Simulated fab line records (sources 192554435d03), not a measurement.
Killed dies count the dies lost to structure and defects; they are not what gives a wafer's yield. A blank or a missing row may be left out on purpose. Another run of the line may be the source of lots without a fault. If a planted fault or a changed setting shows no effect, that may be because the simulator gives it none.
fab line records	flow n5-finfet
[record] lots = 7	wafers = 21	last-day = 16
route steps=1938 shown GATE_CUT@472 BEOL_M4@1111
lots with no fault: from the same line, run without faults
start-h: hours from the record's opening day to when the first of the lot's shown wafers began	wait-h: hours from the lot's prior step to this one	" repeats the value in the row above	L1.1+2: one row covering several wafers at once	- no value, or no start was given	* or withheld: withheld	< > ~ a bound
route shown NAME@n: NAME is a module with steps in the file, n the number in the route of the first one	usual: the fault-free wafers' mean and standard deviation	same: alike in all rows	chamber/n: place in a boat	sites: each site's reading	_std_site: their standard deviation	_edge_site: outer sites' mean less inner sites'	radius-mm: how far each site lies from the wafer's centre	mask NAME#n: copy n	behind: the last tool/chamber to shape the wafer	hold: why the lot went on hold/how many hours it stayed there/how the hold came to an end	device: which transistor (n, p or np) failed to switch	end of line: the same wafers' tests at the end of the route	where a step has no rows: the recipe by itself	killed: not the wafer's yield, but the dies lost to structure and defects at the first sort	map: shows each die of a wafer: x if killed, . if not, _ if none is there
set.NAME: the run value of the setting; set.NAME@STEP: its run value at that earlier step	model.NAME: the simulator's own value behind a step, which no gauge read
lots at selected steps of the route; one table per step, one row per wafer
services: from which hour (start-h, from the record's first day; less than 0 if before it) a tool's chamber was out of use, for how many hours, and why
[[steps]]
[step N5_GATE_CUT_SRD_32]
[recipe] time-s = 30	temp-c = 23	rinse-liquid = diw	dry = ipa-marangoni
[step N5_GATE_CUT_SAC_CAP_01]
[recipe] material = SiNx	target-thk-a = 240	temp-c = 400	ald-precursor-family = SiH2I2	ald-co-reactant = N2/H2-plasma	pulse-time-s = 1	ald-cycles = 480	purge-time-s = 2	co-reactant-purge-time-s = 2	pressure-torr = 2
[usual] heater-power-w = 838/63	precursor-pulse-height-rel = 1.001/0.021
lot.wafer	tool	chamber	start-h	wait-h	heater-power-w	precursor-pulse-height-rel	since-wet-clean-h
L343.1	ald-sin-02	0	90.24	0.0	834	0.983	280
L343.4	"	2	"	"	855	1.034	280
L343.6	"	2	91.33	1.1	837	0.986	-
L347.3	ald-sin-02	1	114.48	0.4	834	1.007	304
L347.4	"	0	"	"	856	0.990	304
L347.5	"	1	115.56	1.4	842	0.979	-
L357.3	ald-sin-03	3	174.89	0.0	985	1.035	167
L357.5	"	2	175.98	1.1	862	1.013	-
L357.6	"	1	"	"	879	1.002	-
L358.1	ald-sin-03	2	178.11	0.0	872	1.066	171
L358.4	"	0	"	"	766	0.998	171
L358.6	"	1	179.20	1.1	850	0.989	-
L359.2	ald-sin-03	3	187.08	3.1	1005	0.985	180
L359.4	"	0	"	"	764	1.024	180
L359.5	"	3	188.17	4.2	997	0.994	-
L363.1	ald-sin-04	1	207.93	0.0	766	1.004	109
L363.3	"	0	"	"	820	1.013	109
L363.5	"	1	209.01	1.1	773	1.006	-
L364.3	ald-sin-02	3	216.67	0.0	782	1.008	26
L364.4	"	1	"	"	827	0.958	26
L364.5	"	3	217.75	1.1	797	0.998	-
[step N5_GATE_CUT_PECVD_57]
[recipe] material = SiNx	target-thk-a = 210	temp-c = 400	precursor = SiH4/NH3/N2	pressure-torr = 1.5	rf-w = 300
[step N5_GATE_CUT_CMP_02]
[recipe] stop-on = SiO2	t-overpolish-s = 12.7	post-cmp-clean = alkaline-brush	down-force-psi = 2.5	platen-rpm = 51.8	pad-velocity-m-s = 1.0307	target-thk-nm = 0
[step N5_GATE_CUT_HM_DEP_46]
[recipe] material = SiO2	target-thk-a = 1300	temp-c = 400	precursor = TEOS/O2	pressure-torr = 6.5	rf-w = 900	teos-flow-sccm = 161.4	gas = O2	flow-sccm = 2650	time-s = 26.6
[usual] heater-power-w = 524/52	showerhead-plenum-p-Torr = 8.350/0.028	showerhead-vpp-V = 1844/54	throttle-valve-pct = 18.6/1
lot.wafer	tool	chamber	start-h	wait-h	heater-power-w	showerhead-plenum-p-Torr	showerhead-vpp-V	since-wet-clean-h	throttle-valve-pct
L343.1	pecvd-03	1	92.84	0.0	574	8.355	1784	1884	19.0
L343.4	"	2	"	"	517	8.356	1911	-	17.6
L343.6	"	1	"	"	611	8.354	1803	-	18.9
L347.3	pecvd-03	0	117.08	0.0	553	8.356	1801	1183	18.1
L347.4	"	1	"	"	546	8.334	1786	-	19.0
L347.5	"	2	"	"	454	8.315	1895	-	17.6
L357.3	pecvd-01	1	177.59	0.0	530	8.330	1838	1788	18.2
L357.5	"	1	"	"	522	8.339	1797	-	18.0
L357.6	"	0	"	"	638	8.374	1761	-	18.9
L358.1	pecvd-02	0	180.71	0.0	529	8.374	1849	885	20.7
L358.4	"	1	"	"	461	8.342	1890	-	19.4
L358.6	"	2	"	"	607	8.357	1817	-	17.7
L359.2	pecvd-03	2	189.68	0.0	466	8.349	1900	479	17.9
L359.4	"	2	"	"	466	8.355	1926	-	17.8
L359.5	"	1	"	"	467	8.326	1789	-	19.0
L363.1	pecvd-03	0	210.53	0.0	514	8.351	1825	1277	18.3
L363.3	"	1	"	"	490	8.339	1798	2002	18.8
L363.5	"	1	"	"	508	8.371	1781	-	18.7
L364.3	pecvd-02	2	219.26	0.0	492	8.367	1795	169	17.7
L364.4	"	1	"	"	450	8.349	1889	-	19.3
L364.5	"	2	"	"	500	8.352	1846	-	17.9
[step N5_GATE_CUT_COAT_34]
[recipe] resist = SOC	temp-c = 250	time-s = 60	spin-rpm = 1500	resist-thk-nm = 60
[step N5_GATE_CUT_COAT_35]
[recipe] resist = SiARC	temp-c = 220	time-s = 60	spin-rpm = 1500	resist-thk-nm = 10
[step N5_GATE_CUT_COAT_27]
[recipe] resist = underlayer	temp-c = 205	time-s = 60	spin-rpm = 1500	resist-thk-nm = 10
[step N5_GATE_CUT_COAT_07]
[recipe] resist = CAR-EUV	spin-rpm = 1500	resist-thk-nm = 30
[step N5_GATE_CUT_EBR_09]
[recipe] solvent = PGMEA	ebr-width-mm = 1.5
[step N5_GATE_CUT_SOFTBAKE_08]
[recipe] temp-c = 110	time-s = 60	resist = CAR-EUV
[step N5_GATE_CUT_EXPOSE_10]
[recipe] mask-id = GATE_CUT	na = 0.33	source-shape = annular	sigma-inner = 0.35	sigma-outer = 0.8	polarization = unpolarized	target-cd-nm = 20	dose-mj = 43.25
[usual] stage-msd-nm = 0.880/0.0099
lot.wafer	tool	chamber	start-h	wait-h	mask	stage-msd-nm
L343.1	euv-scanner-02	0	93.17	-	GATE_CUT#0	0.905
L343.4	"	0	"	"	GATE_CUT#0	0.907
L343.6	"	0	"	"	GATE_CUT#0	0.904
L347.3	euv-scanner-01	0	117.29	-	GATE_CUT#0	0.869
L347.4	"	0	"	"	GATE_CUT#0	0.869
L347.5	"	0	"	"	GATE_CUT#0	0.873
L357.3	euv-scanner-02	0	177.80	-	GATE_CUT#0	0.878
L357.5	"	0	"	"	GATE_CUT#0	0.878
L357.6	"	0	"	"	GATE_CUT#0	0.879
L358.1	euv-scanner-02	0	180.92	-	GATE_CUT#0	0.878
L358.4	"	0	"	"	GATE_CUT#0	0.880
L358.6	"	0	"	"	GATE_CUT#0	0.878
L359.2	euv-scanner-02	0	189.89	-	GATE_CUT#0	0.879
L359.4	"	0	"	"	GATE_CUT#0	0.880
L359.5	"	0	"	"	GATE_CUT#0	0.874
L363.1	euv-scanner-01	0	210.73	-	GATE_CUT#0	0.882
L363.3	"	0	"	"	GATE_CUT#0	0.884
L363.5	"	0	"	"	GATE_CUT#0	0.884
L364.3	euv-scanner-01	0	219.48	-	GATE_CUT#0	0.886
L364.4	"	0	"	"	GATE_CUT#0	0.885
L364.5	"	0	"	"	GATE_CUT#0	0.879
[step N5_GATE_CUT_PEB_11]
[recipe] peb-temp-c = 100	peb-time-s = 60	resist = CAR-EUV
[step N5_GATE_CUT_DEVELOP_12]
[recipe] develop-time-s = 30	developer = TMAH	resist = CAR-EUV	rinse-liquid = surfactant-rinse	dry = air-spin	dev-temp-c = 23
[step N5_GATE_CUT_CD_MEAS_13]
[recipe] target-cd-nm = 20	landing-energy-ev = 500	detector = se-inlens
[usual] cd-nm = 20.05/0.27
lot.wafer	tool	chamber	start-h	wait-h	cd-nm
L343.1	cd-sem-02	0	93.30	-	19.32
L343.4	"	0	"	"	19.22
L343.6	"	0	"	"	19.57
L347.3	cd-sem-03	0	117.42	-	20.07
L347.4	"	0	"	"	19.90
L347.5	"	0	"	"	19.94
L357.3	cd-sem-01	0	177.92	-	10.01
L357.5	"	0	"	"	9.19
L357.6	"	0	"	"	19.95
L358.1	cd-sem-03	0	181.05	-	9.62
L358.4	"	0	"	"	20.06
L358.6	"	0	"	"	19.94
L359.2	cd-sem-02	0	190.02	-	20.21
L359.4	"	0	"	"	20.64
L359.5	"	0	"	"	10.57
L363.1	cd-sem-02	0	210.87	-	20.17
L363.3	"	0	"	"	20.39
L363.5	"	0	"	"	19.79
L364.3	cd-sem-02	0	219.60	-	20.19
L364.4	"	0	"	"	20.52
L364.5	"	0	"	"	20.22
[step N5_GATE_CUT_OVL_MEAS_14]
[recipe] points-per-wafer = 522
[usual] GATE_CUT_OVL = -0.1/0.69
lot.wafer	tool	chamber	start-h	wait-h	GATE_CUT_OVL[nm]
L343.1	overlay-02	0	93.33	0.0	-1.3
L343.4	"	0	"	"	-1.9
L343.6	"	0	"	"	-1.2
L347.3	overlay-02	0	117.46	0.0	1.2
L347.4	"	0	"	"	0.9
L347.5	"	0	"	"	-0.3
L357.3	overlay-01	0	177.96	0.0	-0.4
L357.5	"	0	"	"	-0.9
L357.6	"	0	"	"	-1.6
L358.1	overlay-02	0	181.08	0.0	-0.2
L358.4	"	0	"	"	0.0
L358.6	"	0	"	"	0.6
L359.2	overlay-02	0	190.05	0.0	-1.0
L359.4	"	0	"	"	-0.1
L359.5	"	0	"	"	-1.7
L363.1	overlay-01	0	210.90	0.0	-0.4
L363.3	"	0	"	"	-0.5
L363.5	"	0	"	"	-0.6
L364.3	overlay-02	0	219.64	0.0	0.2
L364.4	"	0	"	"	-0.2
L364.5	"	0	"	"	-0.1
[step N5_GATE_CUT_INSPECT_15]
[recipe] mode = adi	inspect-instrument = brightfield
[usual] raw-defect-count = 130/44
lot.wafer	tool	chamber	start-h	wait-h	raw-defect-count
L343.1	defect-inspect-02	-	93.39	0.1	182
L343.4	"	-	"	"	188
L343.6	"	-	"	"	140
L347.3	defect-inspect-01	-	117.50	0.0	266
L347.4	"	-	"	"	206
L347.5	"	-	"	"	233
L357.3	defect-inspect-02	-	178.01	0.0	70
L357.5	"	-	"	"	103
L357.6	"	-	"	"	116
L358.1	defect-inspect-02	-	181.14	0.1	143
L358.4	"	-	"	"	140
L358.6	"	-	"	"	145
L359.2	defect-inspect-01	-	190.10	0.0	85
L359.4	"	-	"	"	89
L359.5	"	-	"	"	124
L363.1	defect-inspect-01	-	210.96	0.1	128
L363.3	"	-	"	"	210
L363.5	"	-	"	"	167
L364.3	defect-inspect-01	-	219.69	0.0	101
L364.4	"	-	"	"	105
L364.5	"	-	"	"	119
[step N5_GATE_CUT_DESCUM_18]
[recipe] chemistry = O2	time-s = 7	source-power-w = 50	bias-power-w = 20	pressure-mtorr = 20	rf-frequency-hz = 2.712e+07	temp-c = 40	resist = CAR-EUV	o2-flow-sccm = 225
[usual] drypump-motor-current-A = 5.8/0.42	oes-product-au = 0.81/0.093	rf-vpp-V = 243.6/1.4	showerhead-plenum-p-Torr = 2.12/0.075	throttle-valve-pct = 20.38/0.23
lot.wafer	tool	chamber	start-h	wait-h	drypump-motor-current-A	oes-product-au	rf-hours-counter-h	rf-vpp-V	showerhead-plenum-p-Torr	throttle-valve-pct	model.GATE_CUT.cd-nm
L343.1	rie-diel-06	0	94.33	0.9	6.0	0.70	212	243.0	2.07	20.57	19.4
L343.4	"	0	"	"	6.0	0.69	-	242.7	2.07	20.55	19.8
L343.6	"	3	"	"	5.8	0.87	-	244.1	2.22	20.12	19.8
L347.3	rie-diel-06	3	117.70	0.2	5.9	0.85	66	245.1	2.22	20.15	20.2
L347.4	"	1	"	"	6.1	0.99	-	242.8	2.14	20.06	20
L347.5	"	0	"	"	5.9	0.68	-	243.3	2.07	20.59	20
L357.3	rie-diel-03	0	178.04	0.0	6.6	0.91	20	240.9	2.05	20.29	10
L357.5	"	1	"	"	6.0	0.74	-	244.8	2.18	20.64	9.2
L357.6	"	2	"	"	5.3	0.77	-	241.1	2.01	20.52	20
L358.1	rie-diel-03	2	181.89	0.8	5.3	0.75	146	241.0	2.01	20.51	9.6
L358.4	"	0	"	"	6.7	0.89	-	243.6	2.05	20.31	20.2
L358.6	"	2	"	"	5.3	0.76	-	242.1	2.01	20.52	20.2
L359.2	rie-diel-02	0	190.14	0.0	6.0	0.83	77	245.6	2.21	20.12	20.2
L359.4	"	1	"	"	6.2	0.75	155	243.7	2.18	20.11	20.4
L359.5	"	0	"	"	6.0	0.84	-	244.0	2.21	20.12	10.6
L363.1	rie-diel-02	0	211.04	0.1	6.0	0.83	80	245.0	2.21	20.13	20
L363.3	"	2	"	"	6.2	0.73	199	241.0	1.99	20.75	20
L363.5	"	1	"	"	6.3	0.74	-	243.7	2.18	20.12	20.2
L364.3	rie-diel-06	3	219.72	0.0	5.8	0.82	93	245.6	2.21	20.18	20.2
L364.4	"	0	"	"	6.0	0.66	247	242.5	2.06	20.60	20.2
L364.5	"	1	"	"	6.1	0.89	-	243.4	2.13	20.11	20.2
[step N5_GATE_CUT_ETCH_28]
[recipe] chemistry = N2/H2	target = underlayer	target-depth-a = 130	mask-material = CAR-EUV	time-s = 10.4	ion-energy-ev = 200	pressure-mtorr = 30	source-w = 840	bias-w = 150	n2-flow-sccm = 200	h2-flow-sccm = 200	ends = cleared
[step N5_GATE_CUT_ETCH_36]
[recipe] chemistry = CF4	target = SiARC	target-depth-a = 130	mask-material = CAR-EUV	time-s = 21.7	ion-energy-ev = 80	pressure-mtorr = 40	source-w = 545	bias-w = 36	Ar_flow_sccm = 100	cf4-flow-sccm = 100	ends = cleared
[step N5_GATE_CUT_ETCH_37]
[recipe] chemistry = N2/H2	target = SOC	target-depth-a = 600	overetch-a = 120	mask-material = SiARC	temp-c = 40	time-s = 90	ion-energy-ev = 200	pressure-mtorr = 30	source-w = 840	bias-w = 150	n2-flow-sccm = 200	h2-flow-sccm = 200
[step N5_GATE_CUT_STRIP_38]
[recipe] chemistry = N2/H2	temp-c = 40	n2-flow-sccm = 200	h2-flow-sccm = 200	rf-frequency-hz = 6e+07
[step N5_GATE_CUT_STRIP_39]
[recipe] chemistry = N2/H2	temp-c = 40	n2-flow-sccm = 200	h2-flow-sccm = 200	rf-frequency-hz = 6e+07
[step N5_GATE_CUT_HM_OPEN_40]
[recipe] chemistry = C4F6/O2	target = SiO2	mask-material = SiARC	target-depth-a = 1390	time-s = 85.1	ion-energy-ev = 250	pressure-mtorr = 30	source-w = 345	bias-w = 185	Ar_flow_sccm = 300	C4F6_flow_sccm = 10	O2_flow_sccm = 10	ends = cleared
[usual] drypump-motor-current-A = 5.8/0.42	etch-rf-on-time-s = 93.7/1.9	oes-product-au = 0.73/0.083	rf-vpp-V = 668/8.4	showerhead-plenum-p-Torr = 2.89/0.096	throttle-valve-pct = 20.90/0.24
lot.wafer	tool	chamber	start-h	wait-h	drypump-motor-current-A	etch-rf-on-time-s	oes-product-au	rf-hours-counter-h	rf-vpp-V	showerhead-plenum-p-Torr	throttle-valve-pct
L343.1	rie-diel-06	0	94.49	0.0	5.9	93.3	0.62	213	656	2.82	21.05
L343.4	"	0	"	"	6.0	95.5	0.62	-	656	2.82	21.06
L343.6	"	3	"	"	5.9	94.3	0.78	-	657	3.00	20.60
L347.3	rie-diel-06	3	117.86	0.0	5.8	93.9	0.77	66	657	3.00	20.62
L347.4	"	1	"	"	6.1	92.8	0.89	-	658	2.92	20.64
L347.5	"	0	"	"	6.0	96.6	0.61	-	656	2.82	21.08
L357.3	rie-diel-03	0	178.21	0.0	6.6	92.9	0.81	21	678	2.80	20.86
L357.5	"	1	"	"	5.9	97.0	0.67	-	666	2.96	21.19
L357.6	"	2	"	"	5.3	97.6	0.68	-	665	2.74	20.99
L358.1	rie-diel-03	2	182.06	0.0	5.3	94.3	0.68	146	665	2.73	20.98
L358.4	"	0	"	"	6.7	94.5	0.81	-	678	2.80	20.87
L358.6	"	2	"	"	5.3	95.3	0.68	-	666	2.73	21.00
L359.2	rie-diel-02	0	190.30	0.0	6.0	90.0	0.75	77	671	3.00	20.64
L359.4	"	1	"	"	6.2	91.8	0.68	155	675	2.96	20.59
L359.5	"	0	"	"	6.0	91.7	0.76	-	673	3.00	20.62
L363.1	rie-diel-02	0	211.20	0.0	6.1	91.8	0.74	80	672	2.99	20.63
L363.3	"	2	"	"	6.2	90.6	0.66	199	663	2.72	21.33
L363.5	"	1	"	"	6.2	92.9	0.66	-	677	2.95	20.60
L364.3	rie-diel-06	3	219.89	0.0	5.9	93.1	0.74	93	658	2.98	20.67
L364.4	"	0	"	"	5.9	95.6	0.60	247	656	2.81	21.11
L364.5	"	1	"	"	6.1	94.2	0.80	-	659	2.91	20.69
[step N5_GATE_CUT_STRIP_41]
[recipe] chemistry = CF4	resist = SiARC	power-w = 300	bias-power-w = 75	pressure-mtorr = 50	cf4-flow-sccm = 150	rf-frequency-hz = 6e+07
[step N5_GATE_CUT_STRIP_42]
[recipe] chemistry = O2	power-w = 400	temp-c = 40	pressure-mtorr = 30	rf-frequency-hz = 6e+07	bias-power-w = 0	overash-fraction = 0.3	o2-flow-sccm = 225
[step N5_GATE_CUT_ETCH_19]
[recipe] chemistry = CH3F/O2	target = SiNx	mask-material = SiO2	target-depth-a = 537	time-s = 76.7	pressure-mtorr = 30	source-w = 395	bias-w = 73	Ar_flow_sccm = 150	CH3F_flow_sccm = 30	O2_flow_sccm = 20	ion-energy-ev = 120	ends = cleared
[step N5_GATE_CUT_CUT_ETCH_53]
[recipe] chemistry = SF6/Cl2	target = W	mask-material = SiO2	target-depth-a = 792	pressure-mtorr = 8	icp-w = 900	bias-w = 80	SF6_flow_sccm = 40	Cl2_flow_sccm = 60	ends = cleared
[usual] drypump-motor-current-A = 5.5/0.38	etch-rf-on-time-s = 26.25/0.27	oes-product-au = 0.72/0.073	throttle-valve-pct = 29.0/0.43
lot.wafer	tool	chamber	start-h	wait-h	drypump-motor-current-A	etch-rf-on-time-s	oes-product-au	rf-hours-counter-h	throttle-valve-pct
L343.1	rie-metal-01	0	94.72	0.1	5.3	26.03	0.69	56	28.6
L343.4	"	1	"	"	6.0	26.13	0.76	-	29.4
L343.6	"	0	"	"	5.3	26.01	0.69	-	28.6
L347.3	rie-metal-01	0	118.11	0.1	5.3	25.81	0.68	-	28.6
L347.4	"	1	"	"	6.1	25.98	0.75	-	29.4
L347.5	"	0	"	"	5.3	25.91	0.68	-	28.6
L357.3	rie-metal-03	0	178.46	0.1	4.9	26.75	0.59	-	29.6
L357.5	"	0	"	"	4.9	26.95	0.59	-	29.6
L357.6	"	1	"	"	5.6	26.44	0.80	-	29.1
L358.1	rie-metal-03	1	182.29	0.1	5.6	26.22	0.81	12	29.1
L358.4	"	0	"	"	4.9	26.49	0.60	-	29.6
L358.6	"	1	"	"	5.6	26.54	0.80	-	29.1
L359.2	rie-metal-03	0	190.53	0.1	4.9	26.58	0.59	92	29.6
L359.4	"	1	"	"	5.6	26.34	0.81	-	29.1
L359.5	"	0	"	"	4.9	26.81	0.60	-	29.6
L363.1	rie-metal-02	1	211.43	0.1	5.2	26.35	0.75	23	28.8
L363.3	"	1	"	"	5.2	26.29	0.75	-	28.8
L363.5	"	1	"	"	5.3	26.29	0.75	-	28.8
L364.3	rie-metal-01	1	220.14	0.1	6.1	26.06	0.72	-	29.4
L364.4	"	0	"	"	5.3	25.75	0.66	-	28.7
L364.5	"	1	"	"	6.1	26.04	0.72	-	29.4
[step N5_GATE_CUT_CUT_ETCH_54]
[recipe] chemistry = Cl2/BCl3	target = TiN	mask-material = SiO2	target-depth-a = 967	pressure-mtorr = 10	icp-w = 1000	bias-w = 126	Cl2_flow_sccm = 53.25	bcl3-flow-sccm = 21.75	Ar_flow_sccm = 25	ends = cleared
[step N5_GATE_CUT_CUT_ETCH_55]
[recipe] chemistry = BCl3	target = HfO2	mask-material = SiO2	target-depth-a = 32	ion-energy-ev = 30	pressure-mtorr = 5	icp-w = 450	bias-w = 18	bcl3-flow-sccm = 80
[step N5_GATE_CUT_ETCH_47]
[recipe] chemistry = Cl2/BCl3	target = SiO2	target-depth-a = 100	pressure-mtorr = 10	icp-w = 1000	bias-w = 126	Cl2_flow_sccm = 53.25	bcl3-flow-sccm = 21.75	Ar_flow_sccm = 25
[usual] drypump-motor-current-A = 5.5/0.38	oes-product-au = 0.79/0.082	throttle-valve-pct = 22.9/0.37
lot.wafer	tool	chamber	start-h	wait-h	drypump-motor-current-A	oes-product-au	rf-hours-counter-h	throttle-valve-pct	model.GATE_CUT.cd-nm
L343.1	rie-metal-01	0	94.87	0.0	5.2	0.75	56	22.6	19.6
L343.4	"	1	"	"	6.1	0.85	-	23.1	20
L343.6	"	0	"	"	5.2	0.74	-	22.6	20
L347.3	rie-metal-01	0	118.25	0.0	5.3	0.74	-	22.6	20.4
L347.4	"	1	"	"	6.1	0.84	-	23.2	20.6
L347.5	"	0	"	"	5.2	0.75	-	22.6	20.4
L357.3	rie-metal-03	0	178.60	0.0	4.9	0.66	-	23.4	11
L357.5	"	0	"	"	4.9	0.66	-	23.4	9.2
L357.6	"	1	"	"	5.6	0.89	-	23.0	20.4
L358.1	rie-metal-03	1	182.44	0.0	5.6	0.89	12	23.0	10
L358.4	"	0	"	"	4.9	0.66	-	23.4	20.4
L358.6	"	1	"	"	5.6	0.89	-	23.0	20.6
L359.2	rie-metal-03	0	190.68	0.0	5.0	0.66	92	23.4	20.4
L359.4	"	1	"	"	5.6	0.90	-	23.0	20.6
L359.5	"	0	"	"	4.9	0.67	-	23.4	11.2
L363.1	rie-metal-02	1	211.58	0.0	5.3	0.83	23	22.7	20.4
L363.3	"	1	"	"	5.3	0.84	-	22.7	20.4
L363.5	"	1	"	"	5.3	0.84	-	22.7	20.4
L364.3	rie-metal-01	1	220.28	0.0	6.1	0.79	-	23.2	20.6
L364.4	"	0	"	"	5.3	0.72	-	22.6	20.2
L364.5	"	1	"	"	6.1	0.80	-	23.2	21
[step N5_GATE_CUT_VAPOR_ETCH_48]
[recipe] chemistry = BCl3/Cl2	target = TiN	mode = isotropic
[usual] drypump-motor-current-A = 5.5/0.38	oes-product-au = 0.80/0.082
lot.wafer	tool	chamber	start-h	wait-h	drypump-motor-current-A	oes-product-au
L343.1	rie-metal-01	0	94.90	0.0	5.3	0.76
L343.4	"	1	"	"	6.1	0.86
L343.6	"	0	"	"	5.3	0.75
L347.3	rie-metal-01	0	118.28	0.0	5.3	0.75
L347.4	"	1	"	"	6.1	0.84
L347.5	"	0	"	"	5.3	0.76
L357.3	rie-metal-03	0	178.63	0.0	4.9	0.66
L357.5	"	0	"	"	4.9	0.66
L357.6	"	1	"	"	5.6	0.91
L358.1	rie-metal-03	1	182.47	0.0	5.6	0.89
L358.4	"	0	"	"	4.9	0.66
L358.6	"	1	"	"	5.6	0.90
L359.2	rie-metal-03	0	190.71	0.0	4.9	0.66
L359.4	"	1	"	"	5.6	0.90
L359.5	"	0	"	"	4.9	0.66
L363.1	rie-metal-02	1	211.61	0.0	5.3	0.84
L363.3	"	1	"	"	5.2	0.84
L363.5	"	1	"	"	5.2	0.84
L364.3	rie-metal-01	1	220.31	0.0	6.1	0.80
L364.4	"	0	"	"	5.2	0.72
L364.5	"	1	"	"	6.1	0.80
[step N5_BEOL_M4_RC_MEAS_101]
[usual] DIBL_N = 36.3/1.2	DIBL_P = 36.1/1.6	IOFF_N = 0.161/0.023	IOFF_P = 0.209/0.027	ION_N = 676/8.9	ION_P = 462/5.3	SS_N = 71.5/0.51	SS_P = 73.2/0.5	VT_N = 249.1/2.5	VT_P = -249.9/2.8
lot.wafer	tool	chamber	start-h	wait-h	DIBL_N[mV/V]	DIBL_P[mV/V]	IOFF_N[nA/um]	IOFF_P[nA/um]	ION_N[uA/um]	ION_P[uA/um]	SS_N[mV/dec]	SS_P[mV/dec]	VT_N[mV]	VT_P[mV]
L343.1	prober-01	0	176.14	0.0	36.3	36.0	0.161	0.207	675	462	70.5	73.5	248.5	-251.2
L343.4	"	0	"	"	37.6	38.1	0.182	0.240	684	469	71.1	73.9	246.4	-248.3
L343.6	"	0	"	"	38.5	38.9	0.208	0.257	691	472	72.2	73.5	244.1	-243.6
L347.3	prober-02	0	196.89	0.3	39.4	39.3	0.240	0.321	689	465	71.8	73.9	243.6	-242.6
L347.4	"	0	"	"	35.7	34.6	0.152	0.226	670	468	70.9	72.7	250.1	-244.9
L347.5	"	0	"	"	36.5	35.4	0.160	0.238	673	471	70.8	72.8	246.7	-245.7
L357.6	prober-02	0	249.80	0.8	34.9	34.8	0.150	0.186	668	459	71.0	72.8	251.0	-250.7
L358.4	prober-01	0	257.03	0.5	37.1	35.1	0.146	0.190	663	459	71.3	73.0	252.3	-252.8
L358.6	"	0	"	"	37.0	35.6	0.159	0.202	673	458	71.1	72.6	248.4	-249.5
L359.2	prober-02	0	268.85	0.2	37.9	39.8	0.212	0.239	690	469	72.2	73.5	244.8	-250.4
L359.4	"	0	"	"	36.1	37.9	0.167	0.207	691	469	71.4	73.0	246.9	-252.0
L363.1	prober-02	0	284.60	0.0	36.9	38.7	0.155	0.237	667	460	71.6	73.7	252.0	-247.5
L363.3	"	0	"	"	37.1	38.2	0.152	0.223	669	455	71.5	73.6	252.4	-247.7
L363.5	"	0	"	"	38.2	40.2	0.180	0.271	676	465	71.6	74.1	248.3	-245.8
L364.3	prober-01	0	294.60	0.3	35.8	36.9	0.173	0.216	670	459	72.0	73.3	247.9	-248.2
L364.4	"	0	"	"	35.5	36.2	0.162	0.202	680	454	72.5	73.2	247.7	-248.1
L364.5	"	0	"	"	36.3	37.3	0.175	0.229	681	464	71.4	73.6	247.1	-248.9
[[services]]
tool	chamber	start-h	hours	kind
euv-scanner-01	-	67.53	4.6	pm
euv-scanner-02	-	73.39	4.6	pm
euv-scanner-01	-	79.00	1.0	pm
rie-metal-01	-	79.58	2.9	repair
rie-diel-02	-	83.82	14.6	pm
rie-diel-06	0	88.86	4.1	repair
ald-sin-03	-	112.71	2.8	pm
rie-diel-02	1	113.73	15.6	repair
euv-scanner-01	-	114.00	1.5	repair
rie-diel-06	2	117.42	1.2	repair
euv-scanner-02	-	125.92	12.0	pm
rie-metal-01	0	134.08	6.0	repair
euv-scanner-02	-	137.92	1.0	pm
euv-scanner-01	-	138.93	1.0	pm
euv-scanner-02	-	145.96	0.5	repair
rie-diel-02	3	153.75	1.5	repair
rie-diel-03	3	164.52	1.7	repair
rie-metal-03	-	166.18	2.2	repair
ald-sin-02	-	176.75	14.0	pm
rie-diel-06	-	179.18	14.6	pm
euv-scanner-02	-	186.28	1.0	pm
pecvd-03	2	190.05	6.5	repair
rie-diel-02	0	201.01	9.1	repair
euv-scanner-02	-	206.29	1.0	repair
[[key]]
[first-sign] step = N5_GATE_CUT_CD_MEAS_13	reading = cd-nm	direction = down	sigmas = 38	usual = 20.05	struck = 9.85
effect none on later readings
[model-effect] step = N5_GATE_CUT_DESCUM_18	value = GATE_CUT.cd-nm	without = 20.05	struck = 9.85
[model-effect] step = N5_GATE_CUT_ETCH_47	value = GATE_CUT.cd-nm	without = 20.6	struck = 10.35
met-at N5_GATE_CUT_EXPOSE_10
struck-wafers L357.3,L357.5,L358.1,L359.5
later-rows-left-out L357.3,L357.5,L358.1,L359.5
sort-left-out L357.3,L357.5,L358.1,L359.5
onset-between 93.17 177.80
[fault] kind = process-parameter-drift	tool = euv-scanner-02	chamber = -	onset-h = 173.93	steps = N5_GATE_CUT_EXPOSE_10	channel = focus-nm	offset = 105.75	shape = step	end-h = 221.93	scope = struck-wafers-only
// sort-left-out: the simulated sort isn't trusted on such a fault, so these wafers' sort isn't shown, and their yield isn't known
// later-rows-left-out: the simulator's readings of these wafers behind a module that went badly wrong aren't trusted and aren't shown, but for the sort
